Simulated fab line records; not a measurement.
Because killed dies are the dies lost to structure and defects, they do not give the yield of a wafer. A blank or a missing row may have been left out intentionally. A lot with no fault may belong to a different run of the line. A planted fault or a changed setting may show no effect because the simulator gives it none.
Which of the tools did it? -- flow n5 finfet -- route of 1938 steps, sampled at 1 step: 21 lots, 63 wafers

## WHAT EACH GAUGE READ, for each wafer
N5_ZERO_LAYER_CD_MEAS_11: target cd 2000 nm.
lot,measured,on,cd nm (nm)
L074,day 1 12:38,cd sem-01,2001.6 2000.6 1999.6
L075,day 1 18:46,cd sem-01,2000.6 2000.7 2000.5
L076,day 2 00:47,cd sem-02,1999.2 2001.5 1999.4
L077,day 2 06:40,cd sem-02,2002.4 2001.3 2001.9
L078,day 2 12:39,cd sem-01,2001.2 2001.2 2003.8
L079,day 2 18:47,cd sem-02,2002.0 2000.3 2002.4
L080,day 3 00:41,cd sem-03,2001.2 2001.9 2001.2
L081,day 3 06:38,cd sem-03,2000.6 2001.8 2003.3
L082,day 3 12:46,cd sem-01,2001.5 2002.1 2000.0
L083,day 3 18:47,cd sem-01,1998.5 2000.4 1998.1
L084,day 4 00:47,cd sem-01,1998.0 1998.3 2000.9
L085,day 4 06:46,cd sem-02,2002.5 2002.6 2000.5
L086,day 4 12:44,cd sem-03,1997.1 1997.2 1996.0
L089,day 5 06:42,cd sem-02,2000.1 2000.5 1999.5
L090,day 5 12:46,cd sem-03,1999.3 2002.1 2001.5
L091,day 5 18:39,cd sem-01,2001.0 2000.3 1999.3
L092,day 6 00:47,cd sem-03,1999.6 2000.3 2000.6
L093,day 6 06:38,cd sem-03,2001.8 2000.0 1999.7
L094,day 6 12:40,cd sem-01,2000.8 2002.1 2002.4
L095,day 6 18:40,cd sem-03,2000.7 2000.4 2000.0
L097,day 7 06:40,cd sem-03,2000.5 2001.0 2001.1

## WHAT TOOL EACH LOT RAN ON (gives the tool, then ch and the chambers of the sampled wafers, and finally the start)
There is no process step in the record ahead of these readings.

## AS READ BY THE TOOLS THEMSELVES (means over the sampled wafers that have a number; for cases with no such wafer, the mark the record gives instead)
The record holds no such reading with a usual standard deviation.

## THE ANSWER, worked out from the rows above alone
Rule: what is usual is taken from the lots themselves. The widest of any qualifying gaps counts: lots, ordered by their means at a reading, are off when they make up no more than a third of the lots, leave a main group of 4 or more, and stand apart from it by 3 or more times the standard deviation of that group's means. The tables above print the reading to a certain number of digits; a main group whose means all agree to those digits is not used. Also off: a lot with no number at a reading for which 4 or more lots have one. Where the step has rows for the other lots, those lots are counted as sound. After the gauges, taken in route order, come the tools' own readings; for these a lot's mean is taken, as printed above. The first step at which some lot is off is used, and at that step the reading that is off furthest; a lot without a number counts as furthest.
No lot is off at any reading shown: from this, nothing can be told.

## WHAT THE SIMULATOR HAD PUT IN
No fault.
